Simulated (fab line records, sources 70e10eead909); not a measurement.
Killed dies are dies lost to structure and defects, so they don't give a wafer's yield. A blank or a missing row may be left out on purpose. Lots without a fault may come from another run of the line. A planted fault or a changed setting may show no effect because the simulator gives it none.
Problem report in the 8D (eight disciplines) form, filled by code | flow nand_harc | the parts of the form that need people (team, actions taken, sign-off) are left out

1. THE PROBLEM
run_length_s at NHARC_A_BLC_ETCH_17 reads a mean of 523.0 s on 2 wafers of 1 lot; wafers without a fault read 630.8 s with a standard deviation of 0.6. That is -99 or more standard deviations from the usual mean.
The step: etches the open film in N2/H2, target depth 390 nm, time 609.38 s.
First seen on wafer L490.2, day 22 15:32, on rie_diel-08. The record holds 36 wafers of 12 lots with a number at this step. Rule for "out", or "out of limits": more than 4 standard deviations from the usual mean. The other wafers with a number count as sound.

2. WHAT IT IS AND WHAT IT IS NOT
question                    | is                | is not
which readings at this step | run_length_s      | drypump_motor_current_A, oes_product_au, showerhead_plenum_p_Torr, throttle_valve_pct
which lots                  | L490              | L471, L472, L473, L474, L476, L477, L478, L481, L482, L486, L493
which wafers of those lots  | L490.2, L490.5    | L490.4
read on which tools         | rie_diel-08       | rie_diel-11
when                        | from day 22 15:32 | up to then (31 sound wafers); but 3 sound wafers of L493 came after

3. SUSPECTS, AND WHAT RULES EACH OUT
Counting: a tool at a process step up to the reading stays a suspect if it ran every lot that is out. Sound lots after the first of them don't rule it out here, since some wafers of a struck lot are sound.
- rie_diel-01 at NHARC_A_CONTACT_ETCH_92 (etches the open film in CH3F/O2, target depth 40 nm, time 85.7 s): kept. It ran the lot that is out, L490 (day 22 12:01); its last sound lot up to then is L481 (day 19 14:32).
- rie_diel-08 at NHARC_A_BLC_ETCH_17 (etches the open film in N2/H2, target depth 390 nm, time 609.38 s): kept. It ran the lot that is out, L490 (day 22 15:32); its last sound lot up to then is L482 (day 20 00:37). Its own readings are out on those wafers: run_length_s.
- Within rie_diel-01 at NHARC_A_CONTACT_ETCH_92: the wafers that are out ran in chambers 2, 3; their sound lot-mates ran in chamber 0.
- Within rie_diel-08 at NHARC_A_BLC_ETCH_17: the wafers that are out ran in chamber 1; their sound lot-mates ran in chamber 3.
Left after counting: rie_diel-01 at NHARC_A_CONTACT_ETCH_92, rie_diel-08 at NHARC_A_BLC_ETCH_17.

4. THE CAUSE (what the simulator had put in)
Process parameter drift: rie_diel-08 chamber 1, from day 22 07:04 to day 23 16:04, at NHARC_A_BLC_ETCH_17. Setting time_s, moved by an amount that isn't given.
Counting left 2 suspects, and this tool is among them.

5. THE CHAIN OF EFFECTS, in route order
Each row: a reading whose mean over the struck wafers that have a number lies more than 3 standard deviations from the usual. Only readings for which the record gives a usual standard deviation are gone through. hours: the time from each lot's start at the first step in this table that gives one to its start at this step, as a median over the lots. sigmas: the change in usual standard deviations.
hours | step                | reading      | usual   | on struck wafers | change | sigmas
0     | NHARC_A_BLC_ETCH_17 | run_length_s | 630.8 s | 523.0            | -107.8 | -99 or more
The process steps in it:
- NHARC_A_BLC_ETCH_17: etches the open film in N2/H2, target depth 390 nm, time 609.38 s.
Later measuring or inspecting steps at which every struck wafer that the step has a row for has a number for every such reading, and none has moved that far: NHARC_END_SORT_01.

6. WHAT WOULD HAVE CAUGHT IT SOONER
In this record the first reading out of limits was taken at day 22 15:32, 8 hours after the fault began at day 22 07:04.
